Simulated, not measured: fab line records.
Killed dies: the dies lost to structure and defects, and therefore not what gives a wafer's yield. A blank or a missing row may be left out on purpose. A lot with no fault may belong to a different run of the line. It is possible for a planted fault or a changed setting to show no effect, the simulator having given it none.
Chamber matching	flow n5 finfet	4 sister chambers for N5_BEOL_M10_ETCH_62 on rie diel-02
The step etches SOC in N2/H2, target depth 110 nm, overetch 22 nm, time 165 s. 8 wafers are shown with their chamber, then 8 later ones without.

## WAFERS PAIRED WITH THEIR CHAMBERS
wafer	chamber	throttle valve pct (%)	rf vpp V (V)
L083.4	0	17.55	522.4
L084.3	2	18.02	523.6
L084.5	1	18.20	525.2
L084.6	0	17.56	521.5
L085.2	1	18.20	526.5
L085.4	3	18.08	523.0
L085.6	2	18.02	524.4
L087.2	3	18.08	523.9

## WAFERS MISSING THEIR CHAMBER
wafer	throttle valve pct (%)	rf vpp V (V)
L087.5	18.02	523.7
L087.6	18.10	524.4
L090.1	18.02	523.7
L090.3	17.76	525.0
L090.6	18.09	522.1
L096.2	17.63	521.9
L096.3	18.15	524.0
L096.6	17.62	522.0

## EACH ONE'S CHAMBER
wafer	from the rows above	in truth
L087.5	2	2
L087.6	3	3
L090.1	2	2
L090.3	0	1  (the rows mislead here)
L090.6	3	3
L096.2	0	0
L096.3	1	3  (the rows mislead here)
L096.6	0	0
Correctly placed: 6 of 8. From these rows, 0 cannot be placed. Placed wrongly: 2.
How it was worked out, from the rows above alone: a wafer's distance from a chamber is the root of the sum, over the readings, of the square of ((its reading less the chamber's mean) divided by the reading's scatter). If the next closest chamber is less than 2 further off than the closest, the wafer can't be placed; otherwise it belongs to the closest. Each chamber's mean is taken over the wafers shown for it. The scatter is the square root of a quotient: the sum, over the shown wafers, of each reading's squared deviation from its chamber's mean, divided by wafers minus chambers.
